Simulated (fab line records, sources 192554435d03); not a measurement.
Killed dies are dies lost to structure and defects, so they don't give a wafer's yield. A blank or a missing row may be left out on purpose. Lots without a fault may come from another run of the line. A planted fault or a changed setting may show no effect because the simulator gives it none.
A struck lot beside a sound one | flow n5_finfet | 14 steps out of a route of 1938
Sound: wafers L546.1, L546.2, L546.3. Struck: wafers L553.1, L553.2, L553.3. The cause comes at the end.
At each step with rows: each side's tool, then ch and its chambers, then its first start. Under that, the readings that differ: sound wafers | struck wafers | difference of the means | sigmas: that difference in standard deviations of wafers without a fault.
alike: readings whose means differ by less than 2 such deviations, and words and numbers that are the same on both sides. not compared: withheld readings, readings that some wafer has no value for, bounds like >300 that may hide the same value, and numbers for which the record gives no deviation and whose values overlap.
The two part at a step that has a row with sigmas, a row that says differs or no value, or rows on one side only. Numbers that don't overlap but have no deviation are shown without sigmas and don't part them. A reading that every wafer of one side lacks parts them only if that side has two wafers or more.

first, 1 step without rows for these wafers: N5_BEOL_M1_STRIP_75 (strips in N2/H2).
N5_BEOL_M1_STRIP_66: strips in CF4.
  sound on rie_diel-06 ch 0,1,3, day 8 17:26; struck on rie_diel-06 ch 0,2,3, day 10 05:54
  alike: drypump_motor_current_A, oes_product_au, rf_vpp_V, showerhead_plenum_p_Torr, throttle_valve_pct
  not compared: rf_hours_counter_h
N5_BEOL_M1_HM_OPEN_17: chemistry Cl2/BCl3, target TiN, target depth 20 nm, overetch 6 nm.
  sound on rie_metal-02 ch 0,1, day 8 17:28; struck on rie_metal-01 ch 0,1, day 10 05:56
  alike: drypump_motor_current_A, oes_ar_750_au, oes_product_au, throttle_valve_pct
  not compared: rf_hours_counter_h
N5_BEOL_M1_STRIP_19: strips in O2.
  sound on rie_diel-06 ch 0,1,3, day 8 17:42; struck on rie_diel-03 ch 0,1,2, day 10 06:13
  alike: drypump_motor_current_A, oes_product_au, rf_vpp_V, showerhead_plenum_p_Torr, throttle_valve_pct
  not compared: rf_hours_counter_h
N5_BEOL_M1_CD_MEAS_18: pitch 36 nm, target cd 18 nm.
  sound on cd_sem-03, day 8 17:46; struck on cd_sem-01, day 10 06:17
  alike: cd_nm
then, 7 steps without rows for these wafers: N5_BEOL_M1_COAT_67 (time 60 s, resist thk 60 nm); N5_BEOL_M1_COAT_68 (time 60 s, resist thk 12 nm); N5_BEOL_M1_COAT_76 (time 60 s, resist thk 5 nm); N5_BEOL_M1_COAT_22 (resist thk 30 nm); N5_BEOL_M1_EBR_24; N5_BEOL_M1_SOFTBAKE_23 (time 60 s); N5_BEOL_M1_EXPOSE_25 (exposes mask V0, defocus 5 nm, target cd 24 nm).
N5_BEOL_M1_PEB_26: peb time 60 s.
  sound on litho_track-03 ch 0, day 8 18:01; struck on litho_track-01, day 10 06:40
  no value came back on the struck wafers for chill_plate_temp_C (C), exhaust_pa (Pa); on the sound wafers chill_plate_temp_C (C) reads 23.00 23.02 23.05
then, 1 step without rows for these wafers: N5_BEOL_M1_DEVELOP_27 (develop time 30 s).

WHERE THEY PART
Only at N5_BEOL_M1_PEB_26, within this record.

WHY: what the simulator had put in
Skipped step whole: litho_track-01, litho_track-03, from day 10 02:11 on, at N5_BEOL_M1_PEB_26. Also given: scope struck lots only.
